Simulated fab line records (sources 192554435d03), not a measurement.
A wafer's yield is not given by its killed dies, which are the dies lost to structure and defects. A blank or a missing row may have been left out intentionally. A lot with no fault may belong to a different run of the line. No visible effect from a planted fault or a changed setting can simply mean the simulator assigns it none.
Chamber matching | flow n5 finfet | uv cure-01 running N5_BEOL_M5_CURE_80: 3 sister chambers
The step cures SiCOH lowk, time 120 s. 24 wafers are shown with their chamber, then 12 later ones without.

WAFERS, EACH WITH ITS CHAMBER
wafer  | chamber | wafer_temp_C_max | lamp power pct (%)
L078.2 | 2       | 372.0            | 52.34
L078.5 | 2       | 372.7            | 52.37
L078.6 | 2       | 372.3            | 52.26
L079.2 | 0       | 372.0            | 52.29
L079.4 | 0       | 372.1            | 52.34
L079.6 | 0       | 372.1            | 52.31
L081.3 | 1       | 371.6            | 52.32
L081.5 | 1       | 371.1            | 52.30
L081.6 | 1       | 372.4            | 52.28
L086.1 | 0       | 371.9            | 52.20
L086.2 | 0       | 371.7            | 52.49
L086.4 | 0       | 371.3            | 52.36
L085.2 | 0       | 371.0            | 52.31
L085.4 | 0       | 371.5            | 52.43
L085.6 | 0       | 372.5            | 52.28
L087.1 | 1       | 371.6            | 52.34
L087.3 | 1       | 371.5            | 52.34
L087.6 | 1       | 371.7            | 52.39
L089.1 | 2       | 371.8            | 52.34
L089.2 | 2       | 371.3            | 52.31
L089.3 | 2       | 371.4            | 52.35
L090.1 | 1       | 372.0            | 52.33
L090.2 | 1       | 371.5            | 52.23
L090.3 | 1       | 371.9            | 52.32

SIGNATURES (averages over the wafers above)
reading          | chamber 0 | chamber 1 | chamber 2 | scatter within a chamber
wafer_temp_C_max | 371.789   | 371.700   | 371.917   | 0.448
lamp power pct   | 52.3344   | 52.3167   | 52.3283   | 0.0623
Rule: distance of a wafer from a chamber = root of the sum over the readings of ((wafer's reading minus chamber's mean) / reading's scatter) squared. If the next closest chamber is less than 2 further off than the closest, the wafer can't be placed; otherwise it belongs to the closest. How the scatter is found: for the shown wafers, subtract from each reading the mean of its chamber, square and add these, divide the total by (wafers less chambers), then take the root.

WAFERS WITHOUT THEIR CHAMBER
wafer  | wafer_temp_C_max | lamp power pct (%)
L091.1 | 371.5            | 52.34
L091.2 | 371.3            | 52.29
L091.6 | 371.8            | 52.33
L093.1 | 372.2            | 52.27
L093.5 | 372.5            | 52.30
L093.6 | 371.3            | 52.24
L096.1 | 371.1            | 52.17
L096.4 | 371.9            | 52.22
L096.6 | 371.9            | 52.32
L097.1 | 371.7            | 52.31
L097.2 | 371.8            | 52.34
L097.4 | 372.4            | 52.33

CHAMBER TAKEN BY EACH
wafer  | from the rows above          | in truth
L091.1 | can't be placed: 1 or 0 or 2 | 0
L091.2 | can't be placed: 1 or 0 or 2 | 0
L091.6 | can't be placed: 0 or 2 or 1 | 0
L093.1 | can't be placed: 2 or 1 or 0 | 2
L093.5 | can't be placed: 2 or 0 or 1 | 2
L093.6 | can't be placed: 1 or 0 or 2 | 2
L096.1 | can't be placed: 1 or 0 or 2 | 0
L096.4 | can't be placed: 1 or 2 or 0 | 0
L096.6 | can't be placed: 2 or 0 or 1 | 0
L097.1 | can't be placed: 1 or 0 or 2 | 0
L097.2 | can't be placed: 0 or 2 or 1 | 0
L097.4 | can't be placed: 2 or 0 or 1 | 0
Placed correctly: 0 of 12. Unplaceable from these rows: 12, with the true chamber sitting among the candidates in 12. Number placed wrongly: 0.
